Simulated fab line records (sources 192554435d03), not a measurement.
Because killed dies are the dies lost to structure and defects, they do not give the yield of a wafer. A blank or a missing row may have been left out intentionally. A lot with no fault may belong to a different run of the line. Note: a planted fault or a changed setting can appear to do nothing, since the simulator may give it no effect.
Matching of chambers + flow n5-finfet + N5_BEOL_M9_ETCH_61 on rie-diel-01 has 4 sister chambers
The step etches SiARC in CF4, target depth 39 nm, time 65 s. 8 wafers are shown with their chamber, then 8 later ones without.

## EACH WAFER AND ITS CHAMBER
| wafer  | chamber | showerhead-plenum-p-Torr (Torr) | throttle-valve-pct (%) |
|--------|---------|---------------------------------|------------------------|
| L079.1 | 1       | 2.11                            | 15.92                  |
| L079.4 | 2       | 2.08                            | 15.39                  |
| L084.3 | 0       | 2.03                            | 15.76                  |
| L084.4 | 1       | 2.11                            | 15.92                  |
| L092.2 | 3       | 2.20                            | 15.91                  |
| L092.3 | 0       | 2.02                            | 15.80                  |
| L092.4 | 2       | 2.08                            | 15.41                  |
| L093.4 | 3       | 2.20                            | 15.94                  |

## WAFERS MISSING THEIR CHAMBER
| wafer  | showerhead-plenum-p-Torr (Torr) | throttle-valve-pct (%) |
|--------|---------------------------------|------------------------|
| L093.5 | 2.08                            | 15.41                  |
| L093.6 | 2.10                            | 15.42                  |
| L095.3 | 2.07                            | 15.43                  |
| L095.4 | 2.20                            | 15.93                  |
| L095.5 | 2.07                            | 15.42                  |
| L096.3 | 2.10                            | 15.47                  |
| L096.5 | 2.07                            | 15.45                  |
| L096.6 | 2.20                            | 15.95                  |

## THE CHAMBER EACH PASSED THROUGH
| wafer  | from the rows above | in truth                   |
|--------|---------------------|----------------------------|
| L093.5 | 2                   | 2                          |
| L093.6 | 2                   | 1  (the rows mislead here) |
| L095.3 | 2                   | 2                          |
| L095.4 | 3                   | 3                          |
| L095.5 | 2                   | 2                          |
| L096.3 | 2                   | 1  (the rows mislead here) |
| L096.5 | 2                   | 2                          |
| L096.6 | 3                   | 3                          |
Correct placement for 6 of the 8. Number that these rows cannot place: 0. Wrongly placed: 2.
How it was worked out, from the rows above alone: a wafer's distance from a chamber is the root of the sum, over the readings, of the square of ((its reading less the chamber's mean) divided by the reading's scatter). The wafer belongs to the nearest chamber; if the next one is less than 2 further off, it can't be placed. A chamber's mean is the mean of its shown wafers. The scatter is the square root of a quotient: the sum, over the shown wafers, of each reading's squared deviation from its chamber's mean, divided by wafers minus chambers.
